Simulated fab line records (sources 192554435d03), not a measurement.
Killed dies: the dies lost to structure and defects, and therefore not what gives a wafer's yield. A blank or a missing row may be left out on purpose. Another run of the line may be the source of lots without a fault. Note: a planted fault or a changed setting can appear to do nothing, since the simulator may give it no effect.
Split-lot experiment | flow n5 finfet | 39 wafers read across 7 lots, on a route 1938 steps long

SPLIT DETAILS
At N5_DUMMY_GATE_ETCH_31 (etches SiO2 in C4F6/O2, target depth 82.5 nm, time 27.5 s), the setting target depth a was moved away from the recipe's 825 angstrom on 12 of the 39 wafers read, by -10.6% to +11.7%. All remaining wafers had this setting at the recipe value.

The split's own step is where the reading is taken.

THE READING
SOC_of_DUMMY_GATE_COAT_34.thk nm (the simulator's own value, which no gauge read), in nm, at N5_DUMMY_GATE_ETCH_31 (etches SiO2 in C4F6/O2, target depth 82.5 nm, time 27.5 s). The file gives no usual value for it. Across the 27 wafers here that went through the recipe, the average is 51.9 nm and the standard deviation 0.24 nm.

wafer  | tool, chamber at the split | target depth a as run, angstrom | against the recipe | SOC_of_DUMMY_GATE_COAT_34.thk nm, nm | against lot-mates on the recipe
L078.1 | rie diel-06, 2             | 825                             | recipe             | 52                                   | -
L078.2 | rie diel-06, 3             | 825                             | recipe             | 51.8                                 | -
L078.3 | rie diel-06, 1             | 825                             | recipe             | 51.8                                 | -
L078.4 | rie diel-06, 0             | 825                             | recipe             | 51.6                                 | -
L078.5 | rie diel-06, 0             | 825                             | recipe             | 51.6                                 | -
L078.6 | rie diel-06, 1             | 825                             | recipe             | 51.8                                 | -
L080.1 | rie diel-05, 0             | 825                             | recipe             | 52.2                                 | -
L080.2 | rie diel-05, 2             | 772.4                           | -6.4%              | 52.2                                 | +0.2
L080.3 | rie diel-05, 3             | 772.4                           | -6.4%              | 52.4                                 | +0.4
L080.4 | rie diel-05, 0             | 825                             | recipe             | 52.2                                 | -
L080.5 | rie diel-05, 3             | 772.4                           | -6.4%              | 52.4                                 | +0.4
L080.6 | rie diel-05, 2             | 825                             | recipe             | 51.6                                 | -
L081.1 | rie diel-06, 0             | 825                             | recipe             | 51.8                                 | -
L081.2 | rie diel-06, 3             | 825                             | recipe             | 52                                   | -
L081.3 | rie diel-06, 2             | 784.4                           | -4.9%              | 52.2                                 | +0.4
L081.4 | rie diel-06, 1             | 825                             | recipe             | 51.6                                 | -
L081.5 | rie diel-06, 2             | 784.4                           | -4.9%              | 52.4                                 | +0.6
L081.6 | rie diel-06, 1             | 784.4                           | -4.9%              | 52.2                                 | +0.4
L082.1 | rie diel-06, 3             | 825                             | recipe             | 51.8                                 | -
L082.2 | rie diel-06, 1             | 825                             | recipe             | 51.8                                 | -
L082.3 | rie diel-06, 0             | 825                             | recipe             | 51.8                                 | -
L082.4 | rie diel-06, 2             | 921.9                           | +11.7%             | 51                                   | -0.8
L082.5 | rie diel-06, 1             | 921.9                           | +11.7%             | 50.8                                 | -1.0
L082.6 | rie diel-06, 0             | 921.9                           | +11.7%             | 50.6                                 | -1.2
L083.1 | rie diel-06, 0             | 825                             | recipe             | 51.4                                 | -
L083.2 | rie diel-06, 1             | 825                             | recipe             | 51.8                                 | -
L083.3 | rie diel-06, 3             | 825                             | recipe             | 52                                   | -
L083.4 | rie diel-06, 2             | 825                             | recipe             | 51.8                                 | -
L083.5 | rie diel-06, 3             | 825                             | recipe             | 51.8                                 | -
L083.6 | rie diel-06, 2             | 825                             | recipe             | 51.8                                 | -
L089.1 | rie diel-06, 1             | 825                             | recipe             | 52                                   | -
L089.2 | rie diel-06, 3             | 825                             | recipe             | 52                                   | -
L089.4 | rie diel-06, 1             | 825                             | recipe             | 51.8                                 | -
L094.1 | rie diel-06, 2             | 737.7                           | -10.6%             | 53.2                                 | +0.9
L094.2 | rie diel-06, 1             | 825                             | recipe             | 52.2                                 | -
L094.3 | rie diel-06, 3             | 737.7                           | -10.6%             | 53.2                                 | +0.9
L094.4 | rie diel-06, 0             | 737.7                           | -10.6%             | 53                                   | +0.7
L094.5 | rie diel-06, 1             | 825                             | recipe             | 52.4                                 | -
L094.6 | rie diel-06, 2             | 825                             | recipe             | 52.4                                 | -

FIT RESULTS
A straight line over all 39 wafers: SOC_of_DUMMY_GATE_COAT_34.thk nm changes by -0.0976 nm for each +1% of target depth a; r = -0.90; the points scatter about the line by 0.23 nm.
The same after taking each lot's own level away (the mean of its wafers on the recipe; 39 wafers): -0.0787 nm for each +1%; r = -0.93; scatter 0.16 nm.
Per that fit: largest target depth a move, reading shift of 0.92 nm.
From 51.77 to 52.33 nm: that is the span of the lots' own levels, equal to 2.4 times the standard deviation above.
In other words, the slope is changed by the lot-to-lot level; the two fits disagree.
Check: -0.974 nm against its lot-mates is what the line predicts for one of the wafers moved furthest among these (+11.7%) when that wafer is left out of the fit. It came out at -0.8 nm against them.

THE WHOLE CHAIN: every reading that the file lists as answering this split, in the file's order
step                  | what it does                                              | reading                                                                           | change (the file's fit)                | r (the file's)
N5_DUMMY_GATE_ETCH_31 | etches SiO2 in C4F6/O2, target depth 82.5 nm, time 27.5 s | etch.depth nm (the simulator's own value, which no gauge read)                    | +0.779 nm for each +1% of the setting  | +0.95
N5_DUMMY_GATE_ETCH_31 | etches SiO2 in C4F6/O2, target depth 82.5 nm, time 27.5 s | SOC_of_DUMMY_GATE_COAT_34.thk nm (the simulator's own value, which no gauge read) | -0.0782 nm for each +1% of the setting | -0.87

THE FILE'S OWN FIT
SOC_of_DUMMY_GATE_COAT_34.thk nm changes by -0.0782 nm for each +1% of target depth a, r = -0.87.
